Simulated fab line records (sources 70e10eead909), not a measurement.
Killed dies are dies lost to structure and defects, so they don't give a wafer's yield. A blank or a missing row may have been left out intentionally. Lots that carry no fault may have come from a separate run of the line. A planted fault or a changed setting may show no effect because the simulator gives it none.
fab line records	flow nand_harc	part 1 of 2: steps 1 to 16 of 22
[record] lots = 5	wafers = 15	last_day = 21
route steps=1159 shown A_CHANNEL_HOLE_D1@455
lots that met no fault: taken from a fault-free run of the same line
start_h: start of the lot's first displayed wafer, in hours after the record's first day	wait_h: hours elapsed since this lot's preceding step	" unchanged from the row above	L1.1+2: a single row standing in for several wafers	- no value present, or no start provided	* or withheld: withheld	< > ~ a bound
route shown NAME@n: names a module that has steps shown in the file, with the first one's number in the route	usual: mean and standard deviation over wafers with no fault	same: alike in all rows	chamber/n: place in a boat	sites: readings site by site	_std_site: standard deviation of those values	_edge_site: inner sites' mean taken away from outer sites' mean	radius_mm: for every site, how far away it sits from the centre of the wafer	mask NAME#n: copy n	behind: the tool/chamber that last shaped the wafer	hold: why the lot was held/for how many hours/how that ended	device: whichever transistor did not switch (one of n, p or np)	end of line: the tests these same wafers got at the end of their route	a step with no rows: only its recipe	killed: dies lost to structure and defects at the first sort, not the wafer's yield	map: a wafer's dies, x killed, . not, _ none there
set.NAME: the setting that was run; set.NAME@STEP: the one run at that earlier step	model.NAME: the simulator's own value behind a step, which no gauge read
lots at some steps of the route; a table a step, a row a wafer
services: when a tool's chamber went out of use (start_h, in hours from the record's first day, below 0 if earlier), for how many hours, and the reason
[[steps]]
[step NHARC_A_CHANNEL_HOLE_D1_COAT_37]
[recipe] temp_c = 225	time_s = 65
[usual] heater_power_total_W = 446.9/2.1	resist_line_temp_C = 23.02/0.097
lot.wafer	tool	chamber	start_h	wait_h	heater_power_total_W	resist_line_temp_C
L074.2	litho_track-04	0	-	-	445.9	23.15
L074.3	"	0	"	"	448.8	23.14
L074.4	"	0	"	"	446.3	23.15
L080.1	litho_track-04	0	-	-	444.6	23.05
L080.3	"	0	"	"	445.6	23.15
L080.4	"	0	"	"	444.0	23.13
L082.2	litho_track-06	0	-	-	448.0	22.89
L082.4	"	0	"	"	448.5	22.94
L082.6	"	0	"	"	444.0	23.14
L084.1	litho_track-01	0	-	-	448.6	22.94
L084.2	"	0	"	"	443.9	22.94
L084.5	"	0	"	"	449.6	22.98
L086.2	litho_track-01	0	-	-	446.0	23.20
L086.4	"	0	"	"	446.1	23.07
L086.5	"	0	"	"	447.0	23.13
[step NHARC_A_CHANNEL_HOLE_D1_COAT_04]
[recipe] spin_rpm = 1500	resist_thk_nm = 90
[usual] resist_line_temp_C = 22.99/0.11
lot.wafer	tool	chamber	start_h	wait_h	resist_line_temp_C
L074.2	litho_track-04	0	-	-	23.00
L074.3	"	0	"	"	23.00
L074.4	"	0	"	"	23.13
L080.1	litho_track-04	0	-	-	22.95
L080.3	"	0	"	"	22.92
L080.4	"	0	"	"	22.94
L082.2	litho_track-06	0	-	-	22.91
L082.4	"	0	"	"	22.95
L082.6	"	0	"	"	23.02
L084.1	litho_track-01	0	-	-	23.12
L084.2	"	0	"	"	22.84
L084.5	"	0	"	"	22.88
L086.2	litho_track-01	0	-	-	23.13
L086.4	"	0	"	"	22.98
L086.5	"	0	"	"	23.26
[step NHARC_A_CHANNEL_HOLE_D1_SOFTBAKE_05]
[recipe] temp_c = 105	time_s = 55
[usual] heater_power_total_W = 188.45/0.12	resist_line_temp_C = 23.00/0.11
lot.wafer	tool	chamber	start_h	wait_h	heater_power_total_W	resist_line_temp_C
L074.2	litho_track-04	0	-	-	188.59	22.95
L074.3	"	0	"	"	188.34	22.92
L074.4	"	0	"	"	188.42	22.98
L080.1	litho_track-04	0	-	-	188.40	22.95
L080.3	"	0	"	"	188.42	22.92
L080.4	"	0	"	"	188.39	23.05
L082.2	litho_track-06	0	-	-	188.52	23.01
L082.4	"	0	"	"	188.45	23.03
L082.6	"	0	"	"	188.41	22.99
L084.1	litho_track-01	0	-	-	188.41	23.17
L084.2	"	0	"	"	188.46	23.19
L084.5	"	0	"	"	188.54	23.11
L086.2	litho_track-01	0	-	-	188.64	23.07
L086.4	"	0	"	"	188.61	23.14
L086.5	"	0	"	"	188.37	22.96
[step NHARC_A_CHANNEL_HOLE_D1_EBR_06]
[usual] resist_line_temp_C = 23.00/0.11
lot.wafer	tool	chamber	start_h	wait_h	resist_line_temp_C
L074.2	litho_track-04	0	-	-	23.05
L074.3	"	0	"	"	23.14
L074.4	"	0	"	"	23.15
L080.1	litho_track-04	0	-	-	23.08
L080.3	"	0	"	"	22.91
L080.4	"	0	"	"	22.90
L082.2	litho_track-06	0	-	-	22.83
L082.4	"	0	"	"	22.96
L082.6	"	0	"	"	23.04
L084.1	litho_track-01	0	-	-	22.86
L084.2	"	0	"	"	22.89
L084.5	"	0	"	"	22.86
L086.2	litho_track-01	0	-	-	22.94
L086.4	"	0	"	"	22.90
L086.5	"	0	"	"	22.91
[step NHARC_A_CHANNEL_HOLE_D1_EXPOSE_07]
[recipe] na = 1.35	target_cd_nm = 100	sigma_outer = 0.3	dose_mj = 59.65	mask_id = HOLE_D1
[usual] reticle_temp_C = 22.99/0.11
lot.wafer	tool	chamber	start_h	wait_h	mask	reticle_temp_C
L074.2	arfi_scanner-03	0	176.98	-	HOLE_D1#0	22.91
L074.3	"	0	"	"	HOLE_D1#0	22.89
L074.4	"	0	"	"	HOLE_D1#0	22.85
L080.1	arfi_scanner-01	0	211.34	-	HOLE_D1#0	23.15
L080.3	"	0	"	"	HOLE_D1#0	22.88
L080.4	"	0	"	"	HOLE_D1#0	23.04
L082.2	arfi_scanner-01	0	228.30	-	HOLE_D1#0	22.97
L082.4	"	0	"	"	HOLE_D1#0	22.97
L082.6	"	0	"	"	HOLE_D1#0	22.86
L084.1	arfi_scanner-03	0	241.26	-	HOLE_D1#0	23.14
L084.2	"	0	"	"	HOLE_D1#0	23.03
L084.5	"	0	"	"	HOLE_D1#0	23.12
L086.2	arfi_scanner-02	0	250.87	-	HOLE_D1#0	23.03
L086.4	"	0	"	"	HOLE_D1#0	22.95
L086.5	"	0	"	"	HOLE_D1#0	23.04
[step NHARC_A_CHANNEL_HOLE_D1_PEB_08]
[recipe] peb_temp_c = 100	peb_time_s = 65
[usual] heater_power_total_W = 156.6/0.41	resist_line_temp_C = 23.01/0.093
lot.wafer	tool	chamber	start_h	wait_h	heater_power_total_W	resist_line_temp_C
L074.2	litho_track-01	0	177.05	0.1	157.1	23.21
L074.3	"	0	"	"	156.0	23.03
L074.4	"	0	"	"	156.2	22.96
L080.1	litho_track-04	0	211.40	0.1	156.1	23.12
L080.3	"	0	"	"	156.2	23.02
L080.4	"	0	"	"	157.0	22.96
L082.2	litho_track-04	0	228.35	0.1	157.1	23.10
L082.4	"	0	"	"	156.0	23.08
L082.6	"	0	"	"	156.1	22.86
L084.1	litho_track-04	0	241.32	0.1	156.0	23.05
L084.2	"	0	"	"	156.2	22.99
L084.5	"	0	"	"	156.5	23.12
L086.2	litho_track-04	0	250.94	0.1	156.6	23.05
L086.4	"	0	"	"	156.8	23.20
L086.5	"	0	"	"	156.3	23.07
[step NHARC_A_CHANNEL_HOLE_D1_DEVELOP_09]
[recipe] develop_time_s = 35	dev_temp_c = 23
[usual] resist_line_temp_C = 23.01/0.11
lot.wafer	tool	chamber	start_h	wait_h	resist_line_temp_C
L074.2	litho_track-01	0	-	-	22.71
L074.3	"	0	"	"	22.79
L074.4	"	0	"	"	22.90
L080.1	litho_track-04	0	-	-	23.08
L080.3	"	0	"	"	23.22
L080.4	"	0	"	"	23.13
L082.2	litho_track-04	0	-	-	23.12
L082.4	"	0	"	"	23.05
L082.6	"	0	"	"	23.08
L084.1	litho_track-04	0	-	-	22.96
L084.2	"	0	"	"	22.83
L084.5	"	0	"	"	23.00
L086.2	litho_track-04	0	-	-	23.04
L086.4	"	0	"	"	23.29
L086.5	"	0	"	"	23.13
[step NHARC_A_CHANNEL_HOLE_D1_CD_MEAS_10]
[recipe] target_cd_nm = 100	landing_energy_ev = 500
[usual] cd_nm = 100.2/0.49
lot.wafer	tool	chamber	start_h	wait_h	cd_nm
L074.2	cd_sem-03	0	177.13	-	100.7
L074.3	"	0	"	"	99.8
L074.4	"	0	"	"	100.9
L080.1	cd_sem-01	0	211.48	-	99.5
L080.3	"	0	"	"	100.3
L080.4	"	0	"	"	99.5
L082.2	cd_sem-02	0	228.44	-	100.4
L082.4	"	0	"	"	100.5
L082.6	"	0	"	"	100.0
L084.1	cd_sem-02	0	241.40	-	99.0
L084.2	"	0	"	"	99.0
L084.5	"	0	"	"	99.7
L086.2	cd_sem-02	0	251.02	-	100.2
L086.4	"	0	"	"	99.9
L086.5	"	0	"	"	100.3
[step NHARC_A_CHANNEL_HOLE_D1_OVL_MEAS_11]
[usual] overlay_x_nm = 0.3/0.82	overlay_y_nm = -0.4/0.87
lot.wafer	tool	chamber	start_h	wait_h	overlay_x_nm	overlay_y_nm
L074.2	overlay-02	-	177.21	-	1.7	-0.7
L074.3	"	-	"	"	2.2	-0.4
L074.4	"	-	"	"	1.9	-0.8
L080.1	overlay-01	-	211.56	-	0.3	-1.8
L080.3	"	-	"	"	-0.1	-1.9
L080.4	"	-	"	"	0.5	-1.2
L082.2	overlay-02	-	228.52	-	0.6	-0.4
L082.4	"	-	"	"	1.1	-0.2
L082.6	"	-	"	"	0.9	-0.6
L084.1	overlay-01	-	241.50	-	-1.4	-1.8
L084.2	"	-	"	"	-1.3	-1.5
L084.5	"	-	"	"	-1.2	-1.5
L086.2	overlay-02	-	251.11	-	0.5	-0.4
L086.4	"	-	"	"	-0.2	0.2
L086.5	"	-	"	"	0.7	0.2
[step NHARC_A_CHANNEL_HOLE_D1_INSPECT_12]
[usual] raw_defect_count = 4.9/2.7
lot.wafer	tool	chamber	start_h	wait_h	raw_defect_count
L074.2	defect_inspect-01	-	177.27	0.1	3
L074.3	"	-	"	"	5
L074.4	"	-	"	"	5
L080.1	defect_inspect-01	-	211.60	0.0	8
L080.3	"	-	"	"	7
L080.4	"	-	"	"	5
L082.2	defect_inspect-02	-	228.56	0.0	8
L082.4	"	-	"	"	4
L082.6	"	-	"	"	6
L084.1	defect_inspect-01	-	241.54	0.0	15
L084.2	"	-	"	"	9
L084.5	"	-	"	"	4
L086.2	defect_inspect-01	-	251.14	0.0	4
L086.4	"	-	"	"	8
L086.5	"	-	"	"	9
[step NHARC_A_CHANNEL_HOLE_D1_DESCUM_15]
[recipe] time_s = 3	o2_flow_sccm = 200	ar_flow_sccm = 0	bias_power_w = 0	chemistry = O2
[usual] drypump_motor_current_A = 5.6/0.41	o2_flow_sccm = 200.1/0.55	oes_product_au = 0.997/0.017	rf_vpp_V = 57.6/0.84	showerhead_plenum_p_Torr = 1.88/0.061	throttle_valve_pct = 11.310/0.0081
lot.wafer	tool	chamber	start_h	wait_h	drypump_motor_current_A	o2_flow_sccm	oes_product_au	rf_hours_counter_h	rf_vpp_V	showerhead_plenum_p_Torr	throttle_valve_pct
L074.2	rie_diel-12	3	177.33	0.1	5.0	201.0	1.004	9	57.3	1.97	11.318
L074.4	"	0	"	"	5.0	200.0	0.995	10	59.0	1.86	11.311
L074.3	"	1	"	"	5.7	199.2	0.981	10	58.6	1.97	11.305
L080.4	rie_diel-11	1	211.66	0.1	6.1	200.2	0.996	1	58.0	1.84	11.321
L080.3	"	2	"	"	6.2	201.0	0.994	1	58.4	1.91	11.310
L080.1	"	0	"	"	5.9	200.4	1.008	1	57.8	1.88	11.330
L082.2	rie_diel-11	1	228.63	0.1	6.1	200.5	0.997	3	56.2	1.84	11.314
L082.4	"	3	"	"	5.8	200.1	0.987	3	58.8	1.98	11.317
L082.6	"	1	"	"	6.1	199.3	0.993	-	57.1	1.84	11.309
L084.2	rie_diel-05	1	241.62	0.1	5.7	200.4	0.992	6	56.8	1.82	11.306
L084.1	"	2	"	"	4.9	200.7	0.977	6	56.6	1.85	11.303
L084.5	"	0	"	"	6.0	200.1	1.007	-	57.4	1.80	11.311
L086.2	rie_diel-11	1	251.22	0.1	6.1	199.3	0.995	5	58.7	1.84	11.316
L086.4	"	2	"	"	6.2	200.7	0.994	4	57.5	1.91	11.314
L086.5	"	3	"	"	5.8	199.5	1.001	-	57.0	1.98	11.304
[step NHARC_A_CHANNEL_HOLE_D1_ETCH_38]
[recipe] target_depth_a = 390	over_etch_frac = 0.3	time_s = 65	ion_energy_ev = 80	cf4_flow_sccm = 150	ar_flow_sccm = 0	rf_w = 300	bias_w = 100	chemistry = CF4
[usual] bias_w = 100.0/0.31	drypump_motor_current_A = 5.6/0.41	oes_product_au = 0.997/0.015	rf_fwd_power_W = 297.3/1.3	rf_vpp_V = 150.9/1.1	showerhead_plenum_p_Torr = 1.74/0.052	throttle_valve_pct = 13.285/0.0084
[same] over_etch_frac = 0.3
lot.wafer	tool	chamber	start_h	wait_h	bias_w	drypump_motor_current_A	oes_product_au	rf_fwd_power_W	rf_hours_counter_h	rf_vpp_V	showerhead_plenum_p_Torr	throttle_valve_pct
L074.4	rie_diel-12	0	177.41	0.1	100.3	5.0	0.998	298.3	10	151.0	1.73	13.308
L074.2	"	1	"	"	100.0	5.7	0.988	295.5	10	150.7	1.82	13.274
L074.3	"	3	"	"	99.6	5.0	1.006	296.7	9	152.7	1.82	13.285
L080.3	rie_diel-11	0	211.75	0.1	100.3	5.8	1.007	297.0	1	151.3	1.74	13.278
L080.1	"	2	"	"	99.9	6.2	0.990	298.0	1	152.0	1.77	13.270
L080.4	"	3	"	"	100.0	5.8	0.995	298.3	1	152.1	1.83	13.278
L082.4	rie_diel-11	2	228.71	0.1	100.2	6.2	0.997	296.5	3	152.0	1.77	13.288
L082.2	"	0	"	"	100.3	5.8	1.016	297.4	3	151.1	1.74	13.287
L082.6	"	2	"	"	99.9	6.2	0.988	296.4	-	151.1	1.77	13.288
L084.2	rie_diel-05	1	241.69	0.1	100.4	5.6	1.001	298.5	6	148.2	1.69	13.286
L084.1	"	2	"	"	99.7	4.9	0.985	297.5	6	150.1	1.71	13.293
L084.5	"	2	"	"	100.4	5.0	0.987	297.5	-	149.6	1.71	13.291
L086.2	rie_diel-11	0	251.29	0.1	100.4	5.9	1.017	298.8	5	150.4	1.74	13.293
L086.4	"	1	"	"	99.3	6.1	0.993	296.7	5	149.9	1.71	13.285
L086.5	"	0	"	"	99.7	5.9	1.024	297.9	-	150.9	1.74	13.280
[step NHARC_A_CHANNEL_HOLE_D1_ETCH_39]
[recipe] target_depth_a = 2600	over_etch_frac = 0.3	time_s = 325	ion_energy_ev = 200	n2_flow_sccm = 150	h2_flow_sccm = 150	ar_flow_sccm = 0	rf_w = 400	bias_w = 150	chemistry = N2/H2
[usual] bias_w = 150.0/0.42	drypump_motor_current_A = 5.6/0.43	oes_product_au = 0.995/0.016	rf_fwd_power_W = 399.1/1.3	rf_vpp_V = 429.7/2	showerhead_plenum_p_Torr = 2.01/0.065	throttle_valve_pct = 14.171/0.0096
[same] over_etch_frac = 0.3
lot.wafer	tool	chamber	start_h	wait_h	bias_w	drypump_motor_current_A	oes_product_au	rf_fwd_power_W	rf_hours_counter_h	rf_vpp_V	showerhead_plenum_p_Torr	throttle_valve_pct
L074.4	rie_diel-12	1	-	-	150.2	5.7	0.981	398.5	10	431.7	2.11	14.179
L074.3	"	2	"	"	149.5	6.0	0.991	401.0	10	430.7	2.08	14.178
L074.2	"	3	"	"	149.5	5.0	0.983	398.5	9	430.9	2.10	14.167
L080.3	rie_diel-11	1	-	-	150.6	6.1	0.997	398.9	1	427.0	1.96	14.165
L080.4	"	2	"	"	149.8	6.3	1.000	400.6	1	431.2	2.04	14.174
L080.1	"	0	"	"	150.6	5.9	1.017	399.5	1	429.3	2.00	14.170
L082.4	rie_diel-11	1	-	-	149.6	6.1	1.002	396.4	3	427.2	1.96	14.171
L082.2	"	2	"	"	149.8	6.2	0.998	398.5	3	429.5	2.04	14.194
L082.6	"	1	"	"	150.1	6.1	0.999	396.8	-	430.6	1.96	14.186
L084.2	rie_diel-05	2	-	-	149.9	5.0	0.977	401.4	6	427.3	1.97	14.170
L084.1	"	3	"	"	150.2	5.6	0.955	396.1	5	429.9	2.01	14.175
L084.5	"	1	"	"	150.9	5.7	0.989	398.2	-	427.2	1.94	14.194
L086.4	rie_diel-11	1	-	-	150.4	6.1	0.984	399.9	5	427.2	1.96	14.155
L086.2	"	3	"	"	149.8	5.8	0.997	396.7	4	434.4	2.11	14.167
L086.5	"	1	"	"	149.7	6.1	0.988	399.2	-	430.5	1.96	14.184
[step NHARC_A_CHANNEL_HOLE_D1_ETCH_34]
[recipe] target_depth_a = 1540	time_s = 77	cf4_flow_sccm = 100	chf3_flow_sccm = 30	ar_flow_sccm = 0	rf_w = 500	bias_w = 200	chemistry = CF4/CHF3
[usual] bias_w = 200.0/0.57	chf3_flow_sccm = 30.00/0.093	drypump_motor_current_A = 5.7/0.41	oes_product_au = 0.941/0.026	rf_fwd_power_W = 496.2/1.8	rf_vpp_V = 369.8/1.8	showerhead_plenum_p_Torr = 1.55/0.048	throttle_valve_pct = 16.803/0.0098
lot.wafer	tool	chamber	start_h	wait_h	bias_w	chf3_flow_sccm	drypump_motor_current_A	oes_product_au	rf_fwd_power_W	rf_hours_counter_h	rf_vpp_V	showerhead_plenum_p_Torr	throttle_valve_pct
L074.4	rie_diel-12	1	-	-	199.7	30.06	5.7	0.912	493.5	10	371.6	1.62	16.790
L074.2	"	2	"	"	201.3	30.03	5.9	0.928	493.2	10	371.1	1.60	16.801
L074.3	"	0	"	"	200.3	30.10	5.0	0.912	497.9	10	371.2	1.54	16.802
L080.1	rie_diel-11	3	-	-	200.0	29.97	5.8	0.981	497.2	1	371.7	1.62	16.796
L080.3	"	0	"	"	199.8	29.79	5.8	0.989	497.7	1	369.5	1.55	16.821
L080.4	"	1	"	"	200.3	29.87	6.1	0.966	494.8	1	368.6	1.52	16.801
L082.4	rie_diel-11	3	-	-	200.3	30.15	5.8	0.964	497.8	3	371.3	1.62	16.806
L082.2	"	0	"	"	200.0	30.08	5.9	0.974	498.5	3	368.5	1.54	16.795
L082.6	"	2	"	"	199.9	30.02	6.2	0.969	497.0	-	369.2	1.57	16.809
L084.1	rie_diel-05	0	-	-	199.6	29.89	6.0	0.942	498.8	6	367.6	1.48	16.796
L084.2	"	2	"	"	200.0	29.96	4.9	0.909	494.5	6	369.5	1.52	16.817
L084.5	"	1	"	"	200.4	30.15	5.7	0.922	498.5	-	369.2	1.50	16.792
L086.2	rie_diel-11	0	-	-	198.9	29.96	5.9	0.946	497.0	5	369.3	1.54	16.798
L086.4	"	2	"	"	199.3	29.94	6.2	0.926	494.3	5	370.9	1.57	16.793
L086.5	"	0	"	"	199.3	29.99	5.9	0.944	496.5	-	370.2	1.54	16.808
[step NHARC_A_CHANNEL_HOLE_D1_ETCH_16]
[recipe] target_depth_a = 31000	over_etch_frac = 0.3	time_s = 806	ion_energy_ev = 150	o2_flow_sccm = 400	cos_flow_sccm = 20	ar_flow_sccm = 0	rf_w = 500	bias_w = 300	chemistry = O2/COS
[usual] bias_w = 300.0/1	drypump_motor_current_A = 5.6/0.43	o2_flow_sccm = 400.0/1.2	oes_product_au = 0.996/0.015	rf_fwd_power_W = 499.7/1.3	rf_vpp_V = 313.6/1.5	showerhead_plenum_p_Torr = 3.08/0.091	throttle_valve_pct = 28.329/0.0091
[same] over_etch_frac = 0.3
lot.wafer	tool	chamber	start_h	wait_h	bias_w	drypump_motor_current_A	o2_flow_sccm	oes_product_au	rf_fwd_power_W	rf_hours_counter_h	rf_vpp_V	showerhead_plenum_p_Torr	throttle_valve_pct
L074.2	rie_diel-12	0	-	-	299.4	5.0	400.1	0.999	499.8	10	313.2	3.05	28.323
L074.3	"	1	"	"	299.3	5.7	401.2	0.982	497.5	11	315.1	3.21	28.329
L074.4	"	2	"	"	300.5	5.9	401.1	0.990	500.4	10	315.0	3.18	28.325
L080.3	rie_diel-11	3	-	-	301.9	5.8	398.2	0.991	498.3	1	316.7	3.22	28.325
L080.1	"	0	"	"	298.9	5.9	399.1	1.008	500.4	1	311.4	3.07	28.321
L080.4	"	1	"	"	301.3	6.1	399.5	0.998	498.4	2	313.9	3.01	28.344
L082.4	rie_diel-11	0	-	-	300.7	5.9	399.1	1.018	500.1	3	313.7	3.06	28.327
L082.2	"	2	"	"	302.1	6.2	401.1	0.997	500.3	3	312.8	3.12	28.319
L082.6	"	1	"	"	300.3	6.1	402.3	1.002	499.8	-	313.2	3.01	28.332
L084.2	rie_diel-05	1	-	-	299.6	5.7	400.9	1.001	501.2	6	312.8	2.98	28.323
L084.1	"	3	"	"	299.0	5.6	399.9	0.970	499.4	6	313.3	3.08	28.329
L084.5	"	0	"	"	300.0	6.0	399.6	1.016	500.0	-	312.2	2.95	28.323
L086.4	rie_diel-11	2	-	-	298.9	6.3	401.0	0.993	499.6	5	315.0	3.12	28.335
L086.2	"	0	"	"	300.5	5.8	401.5	1.014	499.9	5	313.9	3.06	28.338
L086.5	"	2	"	"	299.8	6.2	402.3	0.996	497.7	-	315.6	3.12	28.317
[step NHARC_A_CHANNEL_HOLE_D1_CD_MEAS_18]
[usual] cd_nm = 99/3.2
lot.wafer	tool	chamber	start_h	wait_h	cd_nm
L074.2	cd_sem-01	-	178.44	-	95
L074.3	"	-	"	"	98
L074.4	"	-	"	"	102
L080.1	cd_sem-02	-	212.77	-	92
L080.3	"	-	"	"	97
L080.4	"	-	"	"	98
L082.2	cd_sem-01	-	229.73	-	100
L082.4	"	-	"	"	96
L082.6	"	-	"	"	97
L084.1	cd_sem-02	-	242.72	-	99
L084.2	"	-	"	"	93
L084.5	"	-	"	"	103
L086.2	cd_sem-02	-	252.31	-	95
L086.4	"	-	"	"	101
L086.5	"	-	"	"	99
